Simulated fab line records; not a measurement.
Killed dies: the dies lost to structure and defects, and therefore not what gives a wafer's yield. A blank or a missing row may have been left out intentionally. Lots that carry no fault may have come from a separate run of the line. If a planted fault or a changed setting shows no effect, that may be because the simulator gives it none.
A struck lot beside a sound one    flow n5-finfet    36 out of 1938 route steps
Sound: wafers L836.2, L836.3, L836.6. Struck: wafer L841.6; the same lot's L841.2 was not struck, so it is left out; see the end for the cause.
Order at every step that has rows: each side's tool, ch and its chambers, its first start. Under that, the readings that differ: sound wafers    struck wafers    difference of the means    sigmas: that difference in standard deviations of wafers without a fault.
alike: readings with means less than 2 such deviations apart, plus words and numbers identical on both sides. not compared: withheld readings, readings lacking a value on some wafer, bounds such as >300 that could conceal the same value, and numbers that have no deviation in the record and whose values overlap.
Wherever a step has rows on one side only, a row that says differs or no value, or a row with sigmas, the two part there. When numbers do not overlap yet have no deviation, they are printed without sigmas and do not part them. Lack of a reading on every wafer of one side parts them only where that side has two or more wafers.

first, 8 steps without rows for these wafers: N5_BEOL_M9_SPUTTER_48 (material Cu, target thk 12 nm, time 2 s); N5_BEOL_M9_ECD_50 (material Cu, target thk 318 nm); N5_BEOL_M9_ANNEAL_51 (time 90 s); N5_BEOL_M9_CMP_52 (polishes, stops on SiCOH lowk, t overpolish 7 s, target thk 140 nm); N5_BEOL_M9_PRE_CLEAN_55 (time 15 s); N5_BEOL_M9_DEP_56 (deposits SiCN from 3MS/NH3, target thk 15 nm, time 26.5 s); N5_BEOL_M10_ILD_DEP_00 (deposits SiCOH lowk from DEMS/porogen, target thk 308.51 nm, time 58 s); N5_BEOL_M10_CURE_71 (cures SiCOH lowk, time 240 s).
N5_BEOL_M10_PECVD_70: deposits SiO2 from TEOS/O2, target thk 20 nm, time 22.7 s.
  sound on pecvd-02 ch 0,1,2, day 11 23:38; struck on pecvd-02 ch 2, day 14 09:29
reading                                      sound         struck  difference  sigmas
model.SiO2_of_BEOL_M10_PECVD_70.thk-nm (nm)  20 19.8 20.2  30      +10         
  alike: heater-power-w, showerhead-plenum-p-Torr, throttle-valve-pct
then, 24 steps without rows for these wafers: N5_BEOL_M10_HM_DEP_02 (deposits TiN, target thk 20 nm); N5_BEOL_M10_COAT_59 (time 60 s, resist thk 100 nm); N5_BEOL_M10_COAT_60 (time 60 s, resist thk 30 nm); N5_BEOL_M10_COAT_05 (resist thk 90 nm); N5_BEOL_M10_EBR_07; N5_BEOL_M10_SOFTBAKE_06 (time 60 s); N5_BEOL_M10_EXPOSE_08 (exposes mask M10); N5_BEOL_M10_PEB_09 (peb time 60 s); N5_BEOL_M10_DEVELOP_10 (develop time 30 s); N5_BEOL_M10_DESCUM_16 (chemistry O2, time 7.9 s); N5_BEOL_M10_ETCH_61 (etches SiARC in CF4, target depth 39 nm, time 65 s); N5_BEOL_M10_ETCH_62 (etches SOC in N2/H2, target depth 110 nm, overetch 22 nm, time 165 s); N5_BEOL_M10_STRIP_68 (strips in N2/H2); N5_BEOL_M10_STRIP_67 (strips in CF4); N5_BEOL_M10_HM_OPEN_17 (chemistry Cl2/BCl3, target TiN, target depth 20 nm, overetch 6 nm); N5_BEOL_M10_STRIP_19 (strips in O2); N5_BEOL_M10_COAT_63 (time 60 s, resist thk 100 nm); N5_BEOL_M10_COAT_64 (time 60 s, resist thk 30 nm); N5_BEOL_M10_COAT_22 (resist thk 90 nm); N5_BEOL_M10_EBR_24; N5_BEOL_M10_SOFTBAKE_23 (time 60 s); N5_BEOL_M10_EXPOSE_25 (exposes mask V9); N5_BEOL_M10_PEB_26 (peb time 60 s); N5_BEOL_M10_DEVELOP_27 (develop time 30 s).
N5_BEOL_M10_HM_STRIP_39: strips TiN in peroxide tin strip, target depth 25 nm, time 158 s.
  sound on wet-bench-06 ch 0,2,3, day 12 04:48; struck on wet-bench-06 ch 0, day 14 14:05
reading                                      sound         struck  difference  sigmas
model.SiO2_of_BEOL_M10_PECVD_70.thk-nm (nm)  19.8 19.8 20  30      +10         
N5_BEOL_M10_CMP_52: polishes, stops on SiCOH lowk, t overpolish 7 s, target thk 140 nm.
  sound on cmp-04 ch 0,1,3, day 12 06:48; struck on cmp-01 ch 2, day 14 18:17
reading                       sound           struck  difference  sigmas
barrier-field-endpoint-s (s)  29.6 28.4 29.1  40.5    +11.5       +15
  alike: edge-zone-pressure-frac, motor-current-A
-- the record jumps here: 2 days lie between the struck wafers' starts before and after (it left off in module BEOL_M10 and takes up again in module PASSIVATION, whose first step shown is number 1936 of the route) --
N5_PASSIVATION_PROBE_49:
  rows exist in the record for the struck wafers here (prober-02, day 16 18:43), but not for the sound ones

WHERE THEY PART
At N5_BEOL_M10_CMP_52 first; at N5_PASSIVATION_PROBE_49 last (within this record only).

WHY: what the simulator had put in
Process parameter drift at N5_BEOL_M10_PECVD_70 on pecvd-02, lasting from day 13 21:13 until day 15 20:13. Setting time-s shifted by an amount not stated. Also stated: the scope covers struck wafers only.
